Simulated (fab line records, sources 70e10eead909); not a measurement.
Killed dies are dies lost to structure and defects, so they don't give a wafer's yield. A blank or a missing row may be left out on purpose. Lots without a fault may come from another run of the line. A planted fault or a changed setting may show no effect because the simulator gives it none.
Chamber matching | flow nand_harc | NHARC_A_CHANNEL_FILL_D1_STRIP_28 on rie_diel-05: 4 sister chambers
The step strips in O2, time 20 s. 24 wafers are shown with their chamber, then 12 later ones without.

WAFERS WITH THEIR CHAMBER
wafer  | chamber | showerhead_plenum_p_Torr (Torr) | drypump_motor_current_A (A) | oes_product_au (a.u.)
L075.2 | 3       | 3.78                            | 4.9                         | 1.011
L075.3 | 1       | 3.64                            | 4.8                         | 1.019
L075.6 | 1       | 3.64                            | 4.8                         | 1.018
L077.1 | 1       | 3.64                            | 4.8                         | 1.006
L077.3 | 3       | 3.79                            | 4.9                         | 0.989
L077.6 | 3       | 3.78                            | 4.9                         | 1.007
L077.2 | 2       | 3.46                            | 6.3                         | 1.006
L077.4 | 0       | 3.48                            | 5.9                         | 0.991
L077.5 | 0       | 3.48                            | 6.0                         | 0.993
L076.2 | 1       | 3.64                            | 4.8                         | 1.011
L076.3 | 0       | 3.48                            | 6.0                         | 0.990
L076.4 | 2       | 3.46                            | 6.3                         | 0.999
L078.1 | 1       | 3.64                            | 4.8                         | 1.009
L078.2 | 0       | 3.48                            | 6.0                         | 0.992
L078.6 | 2       | 3.46                            | 6.3                         | 0.995
L079.1 | 1       | 3.64                            | 4.8                         | 0.993
L079.2 | 0       | 3.48                            | 5.9                         | 1.002
L079.5 | 2       | 3.46                            | 6.3                         | 1.005
L087.1 | 0       | 3.48                            | 5.9                         | 1.000
L087.2 | 3       | 3.78                            | 4.9                         | 0.998
L087.4 | 2       | 3.46                            | 6.3                         | 1.006
L089.2 | 3       | 3.78                            | 4.9                         | 1.007
L089.4 | 2       | 3.46                            | 6.3                         | 1.020
L089.6 | 3       | 3.78                            | 4.9                         | 0.998

SIGNATURES (means of the wafers above)
reading                  | chamber 0 | chamber 1 | chamber 2 | chamber 3 | scatter within a chamber
showerhead_plenum_p_Torr | 3.4800    | 3.6400    | 3.4600    | 3.7817    | 0.00204
drypump_motor_current_A  | 5.950     | 4.800     | 6.300     | 4.900     | 0.0274
oes_product_au           | 0.99467   | 1.00933   | 1.00517   | 1.00167   | 0.00797
Rule: a wafer's distance from a chamber is the root of the sum, over the readings, of the square of ((its reading less the chamber's mean) divided by the reading's scatter). The wafer belongs to the nearest chamber; if the next one is less than 2 further off, it can't be placed. The scatter: the root of (the sum of the squares of (reading less its chamber's mean) over the shown wafers, divided by (wafers less chambers)).

WAFERS WITHOUT THEIR CHAMBER
wafer  | showerhead_plenum_p_Torr (Torr) | drypump_motor_current_A (A) | oes_product_au (a.u.)
L092.2 | 3.48                            | 5.9                         | 0.995
L092.3 | 3.46                            | 6.3                         | 1.009
L092.6 | 3.48                            | 5.9                         | 0.987
L094.1 | 3.63                            | 4.8                         | 1.014
L094.3 | 3.78                            | 4.9                         | 0.996
L094.6 | 3.46                            | 6.3                         | 1.014
L095.2 | 3.46                            | 6.3                         | 1.020
L095.4 | 3.78                            | 4.9                         | 0.998
L095.6 | 3.48                            | 5.9                         | 1.001
L096.2 | 3.48                            | 5.9                         | 0.990
L096.4 | 3.63                            | 4.8                         | 1.008
L096.5 | 3.78                            | 4.9                         | 0.994

WHICH CHAMBER EACH WENT THROUGH
wafer  | from the rows above | in truth
L092.2 | 0                   | 0
L092.3 | 2                   | 2
L092.6 | 0                   | 0
L094.1 | 1                   | 1
L094.3 | 3                   | 3
L094.6 | 2                   | 2
L095.2 | 2                   | 2
L095.4 | 3                   | 3
L095.6 | 0                   | 0
L096.2 | 0                   | 0
L096.4 | 1                   | 1
L096.5 | 3                   | 3
Placed correctly: 12 of 12. Can't be placed from these rows: 0. Placed wrongly: 0.
